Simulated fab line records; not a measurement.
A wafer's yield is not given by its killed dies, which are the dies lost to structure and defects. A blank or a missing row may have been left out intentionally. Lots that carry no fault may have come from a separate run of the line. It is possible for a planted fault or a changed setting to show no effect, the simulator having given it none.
Matching of chambers	flow nand_harc	NHARC_A_BONDPAD_DESCUM_11 on rie_diel-03 has 4 sister chambers
The step chemistry O2, time 3 s. 30 wafers are shown with their chamber, then 12 later ones without.

## EACH WAFER AND ITS CHAMBER
wafer	chamber	drypump_motor_current_A (A)	oes_product_au (a.u.)	rf_vpp_V (V)
L074.1	2	5.0	0.998	56.5
L074.2	3	5.7	1.005	59.4
L074.4	1	5.2	1.027	55.9
L075.2	2	5.0	1.009	58.3
L075.5	2	5.0	0.993	56.9
L075.6	1	5.2	1.006	57.8
L079.2	1	5.3	1.010	57.6
L079.5	1	5.3	1.002	57.5
L079.6	2	5.0	1.010	56.2
L081.3	3	5.7	1.010	58.2
L081.4	3	5.7	1.006	59.1
L081.6	1	5.2	1.009	55.8
L083.2	1	5.3	0.996	59.1
L083.4	0	6.2	0.991	57.4
L083.6	1	5.2	0.995	57.8
L085.1	0	6.2	0.986	57.9
L085.2	3	5.7	0.997	58.4
L085.3	1	5.2	1.000	57.0
L084.2	3	5.7	1.008	58.6
L084.3	1	5.2	1.012	59.2
L084.5	0	6.1	0.991	57.9
L086.3	1	5.2	1.009	57.4
L086.5	1	5.2	1.005	57.8
L086.6	2	5.0	1.009	57.6
L087.1	2	5.0	1.004	57.0
L087.2	0	6.2	0.991	56.8
L087.6	3	5.7	1.006	57.0
L088.4	3	5.7	1.003	57.3
L088.5	0	6.2	0.992	56.8
L088.6	1	5.2	0.999	58.7

SIGNATURES (means of the wafers above)
reading	chamber 0	chamber 1	chamber 2	chamber 3	scatter within a chamber
drypump_motor_current_A	6.180	5.225	5.000	5.700	0.0343
oes_product_au	0.99020	1.00583	1.00383	1.00500	0.0068
rf_vpp_V	57.360	57.633	57.083	58.286	0.908
Rule: distance of a wafer from a chamber = root of the sum over the readings of ((wafer's reading minus chamber's mean) / reading's scatter) squared. The wafer belongs to the nearest chamber; if the next one is less than 2 further off, it can't be placed. The scatter: take each reading less its chamber's mean, square it, sum over the shown wafers, divide by the number of wafers less the number of chambers, and take the root.

## WAFERS WITH NO CHAMBER GIVEN
wafer	drypump_motor_current_A (A)	oes_product_au (a.u.)	rf_vpp_V (V)
L091.3	5.7	1.011	56.4
L091.4	5.3	1.004	58.5
L091.6	5.2	1.003	57.9
L093.1	5.3	0.998	57.0
L093.2	5.7	1.002	57.0
L093.3	5.0	0.998	57.5
L094.1	6.2	0.997	57.9
L094.2	5.7	1.014	57.6
L094.4	5.2	0.996	56.1
L095.2	5.7	1.008	57.7
L095.3	5.0	0.994	56.1
L095.6	5.2	1.002	57.9

## WHICH CHAMBER EACH WENT THROUGH
wafer	from the rows above	in truth
L091.3	3	3
L091.4	1	1
L091.6	1	1
L093.1	1	1
L093.2	3	3
L093.3	2	2
L094.1	0	0
L094.2	3	3
L094.4	1	1
L095.2	3	3
L095.3	2	2
L095.6	1	1
Correct placement for 12 of the 12. Not placeable from these rows: 0. 0 placed wrongly.
